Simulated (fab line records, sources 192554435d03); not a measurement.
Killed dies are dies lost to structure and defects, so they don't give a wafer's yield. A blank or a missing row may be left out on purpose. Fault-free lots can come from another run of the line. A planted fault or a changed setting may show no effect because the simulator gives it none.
Chamber matching | flow n5 finfet | rie diel-01 running N5_BEOL_M0_CUTY_ETCH_63: 4 sister chambers
The step etches SOC in N2/H2, target depth 82.7 nm, overetch 16.5 nm, time 124 s. 18 wafers are shown with their chamber, then 9 later ones without.

## WAFERS WITH THEIR CHAMBER
wafer  | chamber | showerhead plenum p Torr (Torr) | rf vpp V (V) | throttle valve pct (%)
L074.1 | 3       | 2.57                            | 525.0        | 17.78
L074.4 | 2       | 2.61                            | 526.0        | 18.15
L074.6 | 2       | 2.61                            | 525.3        | 18.15
L075.1 | 1       | 2.54                            | 524.2        | 18.05
L075.2 | 3       | 2.57                            | 522.6        | 17.81
L075.4 | 0       | 2.73                            | 530.8        | 17.54
L085.2 | 3       | 2.56                            | 523.7        | 17.85
L085.4 | 0       | 2.72                            | 528.9        | 17.58
L085.6 | 1       | 2.53                            | 523.6        | 18.11
L086.2 | 2       | 2.60                            | 525.7        | 17.77
L086.4 | 3       | 2.56                            | 524.9        | 17.85
L086.6 | 2       | 2.60                            | 525.8        | 17.78
L087.1 | 2       | 2.60                            | 524.4        | 17.80
L087.4 | 1       | 2.52                            | 524.2        | 18.10
L087.6 | 0       | 2.71                            | 528.7        | 17.59
L088.2 | 0       | 2.71                            | 529.1        | 17.59
L088.3 | 3       | 2.56                            | 523.2        | 17.86
L088.4 | 1       | 2.52                            | 524.1        | 18.11

SIGNATURES, as means of the wafers listed above
reading                  | chamber 0 | chamber 1 | chamber 2 | chamber 3 | scatter within a chamber
showerhead plenum p Torr | 2.7175    | 2.5275    | 2.6040    | 2.5640    | 0.00751
rf vpp V                 | 529.375   | 524.025   | 525.440   | 523.880   | 0.805
throttle valve pct       | 17.5750   | 18.0925   | 17.9300   | 17.8300   | 0.11
Rule: a wafer's distance from a chamber is the root of the sum, over the readings, of the square of ((its reading less the chamber's mean) divided by the reading's scatter). If the next closest chamber is less than 2 further off than the closest, the wafer can't be placed; otherwise it belongs to the closest. How the scatter is found: for the shown wafers, subtract from each reading the mean of its chamber, square and add these, divide the total by (wafers less chambers), then take the root.

## WAFERS MISSING THEIR CHAMBER
wafer  | showerhead plenum p Torr (Torr) | rf vpp V (V) | throttle valve pct (%)
L091.3 | 2.56                            | 524.1        | 17.87
L091.4 | 2.52                            | 523.0        | 18.14
L091.5 | 2.60                            | 522.9        | 17.82
L095.2 | 2.55                            | 524.8        | 17.88
L095.5 | 2.55                            | 524.7        | 17.88
L095.6 | 2.59                            | 524.1        | 17.81
L097.4 | 2.59                            | 525.4        | 17.83
L097.5 | 2.59                            | 524.9        | 17.81
L097.6 | 2.55                            | 525.5        | 17.89

## EACH ONE'S CHAMBER
wafer  | from the rows above     | in truth
L091.3 | 3                       | 3
L091.4 | 1                       | 1
L091.5 | can't be placed: 2 or 3 | 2
L095.2 | can't be placed: 3 or 1 | 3
L095.5 | can't be placed: 3 or 1 | 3
L095.6 | can't be placed: 2 or 3 | 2
L097.4 | can't be placed: 2 or 3 | 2
L097.5 | can't be placed: 2 or 3 | 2
L097.6 | can't be placed: 3 or 1 | 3
Placed correctly: 2 of 9. Can't be placed from these rows: 7 (the true chamber is among the candidates in 7). Wrongly placed: 0.
